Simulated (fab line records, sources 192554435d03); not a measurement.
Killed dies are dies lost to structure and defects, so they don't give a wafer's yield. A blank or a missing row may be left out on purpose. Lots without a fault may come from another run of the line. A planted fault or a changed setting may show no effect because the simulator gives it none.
A struck lot beside a sound one | flow n5_finfet | 19 steps out of a route of 1938
Sound: wafers L620.1, L620.2, L620.3. Struck: wafers L614.2, L614.5, L614.6. The cause comes at the end.
At each step with rows: each side's tool, then ch and its chambers, then its first start. Under that, the readings that differ: sound wafers | struck wafers | difference of the means | sigmas: that difference in standard deviations of wafers without a fault.
alike: readings whose means differ by less than 2 such deviations, and words and numbers that are the same on both sides. not compared: withheld readings, readings that some wafer has no value for, bounds like >300 that may hide the same value, and numbers for which the record gives no deviation and whose values overlap.
The two part at a step that has a row with sigmas, a row that says differs or no value, or rows on one side only. Numbers that don't overlap but have no deviation are shown without sigmas and don't part them. A reading that every wafer of one side lacks parts them only if that side has two wafers or more.

first, 8 steps without rows for these wafers: N5_BEOL_M13_SPUTTER_45 (material Cu, target thk 80 nm, time 13.33 s); N5_BEOL_M13_ECD_47 (material Cu, target thk 936 nm); N5_BEOL_M13_ANNEAL_48 (time 90 s); N5_BEOL_M13_CMP_49 (polishes, stops on SiOC, t overpolish 17.1 s, target thk 420 nm); N5_BEOL_M13_PRE_CLEAN_52 (time 15 s); N5_BEOL_M13_DEP_53 (deposits SiCN from 3MS/NH3, target thk 50 nm, time 17.8 s); N5_BEOL_M14_ILD_DEP_00 (deposits SiO2 from TEOS/O2, target thk 1119.3 nm, time 237.4 s); N5_BEOL_M14_COAT_58 (time 60 s, resist thk 89 nm).
N5_BEOL_M14_COAT_04: resist thk 800 nm.
  sound on litho_track-03 ch 0, day 16 06:32; struck on litho_track-01 ch 0, day 14 19:55
  reading                                    | sound                | struck               | difference | sigmas
  dispense_pressure_kPa (kPa)                | 51.4 51.4 51.4       | 45.9 45.9 45.9       | -5.5       | -2
  spin_speed_rpm (rpm)                       | 1704.9 1703.8 1705.3 | 1745.8 1746.1 1745.2 | +41.0      | +34
  model.coat_of_BEOL_M14_COAT_04.thk_nm (nm) | 799.4 798.8 798.2    | 792 789.8 789        | -9         |
then, 7 steps without rows for these wafers: N5_BEOL_M14_EBR_06; N5_BEOL_M14_SOFTBAKE_05 (time 60 s); N5_BEOL_M14_EXPOSE_07 (exposes mask V13); N5_BEOL_M14_PEB_08 (peb time 90 s); N5_BEOL_M14_DEVELOP_09 (develop time 45 s); N5_BEOL_M14_HARDBAKE_14 (time 120 s); N5_BEOL_M14_DESCUM_15 (chemistry O2, time 7.9 s).
N5_BEOL_M14_ETCH_59: etches BARC in N2/H2, target depth 89 nm, overetch 26.7 nm, time 67.9 s.
  sound on rie_diel-06 ch 0,2,3, day 16 07:04; struck on rie_diel-06 ch 0,2,3, day 14 21:23
  reading                                    | sound             | struck          | difference | sigmas
  model.coat_of_BEOL_M14_COAT_04.thk_nm (nm) | 715.8 714.2 716.2 | 708.2 708.8 706 | -7.7       |
  alike: drypump_motor_current_A, oes_product_au, rf_vpp_V, showerhead_plenum_p_Torr, throttle_valve_pct
  not compared: rf_hours_counter_h
then, 1 step without rows for these wafers: N5_BEOL_M14_VIA_ETCH_16 (etches SiO2 in C4F8/O2/Ar, target depth 1231.3 nm).
N5_PASSIVATION_PROBE_49:
  the record has rows for the sound wafers here (prober-01, day 17 10:01) and none for the struck ones

WHERE THEY PART
First at N5_BEOL_M14_COAT_04; last, within this record, at N5_PASSIVATION_PROBE_49.

WHY: what the simulator had put in
Process parameter drift: litho_track-01, from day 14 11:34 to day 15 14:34, at N5_BEOL_M14_COAT_04. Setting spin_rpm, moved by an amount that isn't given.
